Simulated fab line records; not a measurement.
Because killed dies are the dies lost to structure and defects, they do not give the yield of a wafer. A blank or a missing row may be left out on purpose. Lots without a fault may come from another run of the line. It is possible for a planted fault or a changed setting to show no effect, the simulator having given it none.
Chamber matching || flow n5 finfet || rie diel-05 running N5_FIN_SAQP_ETCH_51: 4 sister chambers
The step etches SiARC in CF4, target depth 45.5 nm, time 75.8 s. 8 wafers are shown with their chamber, then 12 later ones without.

== WAFERS PAIRED WITH THEIR CHAMBERS ==
{"wafer": "L079.3", "chamber": 3, "drypump motor current A (A)": 5.8, "etch rf on time s (s)": 73.5}
{"wafer": "L079.4", "chamber": 1, "drypump motor current A (A)": 5.4, "etch rf on time s (s)": 74.9}
{"wafer": "L079.5", "chamber": 3, "drypump motor current A (A)": 5.8, "etch rf on time s (s)": 73.1}
{"wafer": "L084.5", "chamber": 2, "drypump motor current A (A)": 5.5, "etch rf on time s (s)": 74.6}
{"wafer": "L084.6", "chamber": 1, "drypump motor current A (A)": 5.5, "etch rf on time s (s)": 75.5}
{"wafer": "L085.2", "chamber": 0, "drypump motor current A (A)": 5.7, "etch rf on time s (s)": 74.1}
{"wafer": "L085.4", "chamber": 2, "drypump motor current A (A)": 5.5, "etch rf on time s (s)": 75.1}
{"wafer": "L085.5", "chamber": 0, "drypump motor current A (A)": 5.6, "etch rf on time s (s)": 74.4}

== WAFERS WITHOUT THEIR CHAMBER ==
{"wafer": "L090.3", "drypump motor current A (A)": 5.5, "etch rf on time s (s)": 77.5}
{"wafer": "L090.4", "drypump motor current A (A)": 5.5, "etch rf on time s (s)": 75.8}
{"wafer": "L090.6", "drypump motor current A (A)": 5.5, "etch rf on time s (s)": 76.4}
{"wafer": "L095.1", "drypump motor current A (A)": 5.8, "etch rf on time s (s)": 73.2}
{"wafer": "L095.4", "drypump motor current A (A)": 5.5, "etch rf on time s (s)": 76.1}
{"wafer": "L095.5", "drypump motor current A (A)": 5.7, "etch rf on time s (s)": 74.6}
{"wafer": "L097.1", "drypump motor current A (A)": 5.6, "etch rf on time s (s)": 74.3}
{"wafer": "L097.2", "drypump motor current A (A)": 5.8, "etch rf on time s (s)": 73.8}
{"wafer": "L097.3", "drypump motor current A (A)": 5.5, "etch rf on time s (s)": 76.4}
{"wafer": "L097.4", "drypump motor current A (A)": 5.5, "etch rf on time s (s)": 75.3}
{"wafer": "L097.5", "drypump motor current A (A)": 5.8, "etch rf on time s (s)": 73.6}
{"wafer": "L097.6", "drypump motor current A (A)": 5.6, "etch rf on time s (s)": 74.3}

== EACH ONE'S CHAMBER ==
{"wafer": "L090.3", "from the rows above": "can't be placed: 1 or 2", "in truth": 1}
{"wafer": "L090.4", "from the rows above": "can't be placed: 1 or 2", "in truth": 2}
{"wafer": "L090.6", "from the rows above": "can't be placed: 1 or 2", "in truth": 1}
{"wafer": "L095.1", "from the rows above": 3, "in truth": 3}
{"wafer": "L095.4", "from the rows above": "can't be placed: 1 or 2", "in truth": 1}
{"wafer": "L095.5", "from the rows above": 0, "in truth": 0}
{"wafer": "L097.1", "from the rows above": "can't be placed: 0 or 2", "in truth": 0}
{"wafer": "L097.2", "from the rows above": "can't be placed: 3 or 0", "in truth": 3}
{"wafer": "L097.3", "from the rows above": "can't be placed: 1 or 2", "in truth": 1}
{"wafer": "L097.4", "from the rows above": "can't be placed: 1 or 2", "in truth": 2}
{"wafer": "L097.5", "from the rows above": 3, "in truth": 3}
{"wafer": "L097.6", "from the rows above": "can't be placed: 0 or 2", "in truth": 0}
Placed correctly: 3 of 12. Not placeable from these rows: 9 (in 9, the candidates include the true chamber). Number placed wrongly: 0.
How it was worked out, from the rows above alone: a wafer's distance from a chamber is the root of the sum, over the readings, of the square of ((its reading less the chamber's mean) divided by the reading's scatter). The wafer belongs to the nearest chamber; if the next one is less than 2 further off, it can't be placed. Each chamber's mean is taken over the wafers shown for it. The scatter: take each reading less its chamber's mean, square it, sum over the shown wafers, divide by the number of wafers less the number of chambers, and take the root.
